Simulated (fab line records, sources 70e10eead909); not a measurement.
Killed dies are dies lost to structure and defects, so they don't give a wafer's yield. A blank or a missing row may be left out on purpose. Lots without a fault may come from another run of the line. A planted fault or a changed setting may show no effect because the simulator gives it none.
Chamber matching | flow nand_harc | NHARC_A_ZERO_WELL_DESCUM_12 on rie_diel-07: 4 sister chambers
The step chemistry O2, time 3 s. 4 wafers are shown with their chamber, then 10 later ones without.

WAFERS WITH THEIR CHAMBER
wafer  | chamber | showerhead_plenum_p_Torr (Torr)
L347.5 | 0       | 1.92
L347.6 | 1       | 2.05
L350.1 | 2       | 1.95
L350.3 | 3       | 1.85

WAFERS WITHOUT THEIR CHAMBER
wafer  | showerhead_plenum_p_Torr (Torr)
L350.5 | 1.85
L351.4 | 1.92
L351.5 | 1.92
L351.6 | 2.04
L352.1 | 2.05
L352.2 | 1.92
L352.4 | 1.95
L353.1 | 1.85
L353.3 | 1.92
L353.5 | 2.04

WHICH CHAMBER EACH WENT THROUGH
wafer  | from the rows above | in truth
L350.5 | 3                   | 3
L351.4 | 0                   | 0
L351.5 | 0                   | 0
L351.6 | 1                   | 1
L352.1 | 1                   | 1
L352.2 | 0                   | 0
L352.4 | 2                   | 2
L353.1 | 3                   | 3
L353.3 | 0                   | 0
L353.5 | 1                   | 1
Placed correctly: 10 of 10. Can't be placed from these rows: 0. Placed wrongly: 0.
How it was worked out, from the rows above alone: a wafer's distance from a chamber is the root of the sum, over the readings, of the square of ((its reading less the chamber's mean) divided by the reading's scatter). The wafer belongs to the nearest chamber; if the next one is less than 2 further off, it can't be placed. A chamber's mean is the mean of its shown wafers. The scatter: with one shown wafer a chamber, the root of the mean of the squares of how far each hidden wafer lies from its nearest shown one.
